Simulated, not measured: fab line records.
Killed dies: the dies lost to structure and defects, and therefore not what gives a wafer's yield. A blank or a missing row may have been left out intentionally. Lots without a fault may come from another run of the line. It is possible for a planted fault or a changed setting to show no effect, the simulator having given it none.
Chamber matching | flow n5_finfet | 4 sister chambers for N5_BEOL_M0_SAQP_ETCH_102 on rie_si-02
The step etches SiO2 in CF4, target depth 4 nm, time 4.4 s. 18 wafers are shown with their chamber, then 9 later ones without.

WAFERS WITH THEIR CHAMBER
wafer  | chamber | throttle_valve_pct (%) | drypump_motor_current_A (A) | he_backside_leak_sccm (sccm)
L075.2 | 0       | 21.80                  | 5.7                         | 2.52
L075.4 | 3       | 21.71                  | 4.9                         | 2.31
L075.5 | 2       | 21.53                  | 5.9                         | 2.84
L078.4 | 0       | 21.81                  | 5.7                         | 2.58
L078.5 | 1       | 21.56                  | 5.4                         | 2.90
L078.6 | 0       | 21.80                  | 5.8                         | 2.44
L080.3 | 0       | 21.82                  | 5.8                         | 2.41
L080.4 | 3       | 21.72                  | 4.8                         | 2.38
L080.5 | 3       | 21.72                  | 4.9                         | 2.32
L082.1 | 0       | 21.83                  | 5.7                         | 2.66
L082.3 | 2       | 21.54                  | 5.9                         | 2.75
L082.6 | 2       | 21.53                  | 6.0                         | 2.71
L084.4 | 2       | 21.54                  | 5.9                         | 2.98
L084.5 | 0       | 21.80                  | 5.8                         | 2.64
L084.6 | 1       | 21.56                  | 5.4                         | 3.25
L085.1 | 2       | 21.53                  | 6.0                         | 2.78
L085.2 | 0       | 21.82                  | 5.7                         | 2.61
L085.6 | 2       | 21.56                  | 5.9                         | 2.72

SIGNATURES, as means of the wafers listed above
reading                 | chamber 0 | chamber 1 | chamber 2 | chamber 3 | scatter within a chamber
throttle_valve_pct      | 21.8114   | 21.5600   | 21.5383   | 21.7167   | 0.0108
drypump_motor_current_A | 5.743     | 5.400     | 5.933     | 4.867     | 0.0515
he_backside_leak_sccm   | 2.5514    | 3.0750    | 2.7967    | 2.3367    | 0.111
Rule: distance of a wafer from a chamber = root of the sum over the readings of ((wafer's reading minus chamber's mean) / reading's scatter) squared. The wafer belongs to the nearest chamber; if the next one is less than 2 further off, it can't be placed. The scatter: take each reading less its chamber's mean, square it, sum over the shown wafers, divide by the number of wafers less the number of chambers, and take the root.

WAFERS WITHOUT THEIR CHAMBER
wafer  | throttle_valve_pct (%) | drypump_motor_current_A (A) | he_backside_leak_sccm (sccm)
L086.3 | 21.82                  | 5.7                         | 2.50
L086.5 | 21.57                  | 5.4                         | 3.04
L086.6 | 21.54                  | 5.9                         | 2.79
L093.1 | 21.56                  | 5.4                         | 2.92
L093.4 | 21.53                  | 5.9                         | 2.80
L093.5 | 21.54                  | 5.9                         | 2.80
L096.3 | 21.54                  | 5.9                         | 2.81
L096.4 | 21.80                  | 5.7                         | 2.45
L096.6 | 21.54                  | 5.9                         | 2.67

EACH ONE'S CHAMBER
wafer  | from the rows above | in truth
L086.3 | 0                   | 0
L086.5 | 1                   | 1
L086.6 | 2                   | 2
L093.1 | 1                   | 1
L093.4 | 2                   | 2
L093.5 | 2                   | 2
L096.3 | 2                   | 2
L096.4 | 0                   | 0
L096.6 | 2                   | 2
Correct placement for 9 of the 9. Number that these rows cannot place: 0. 0 placed wrongly.
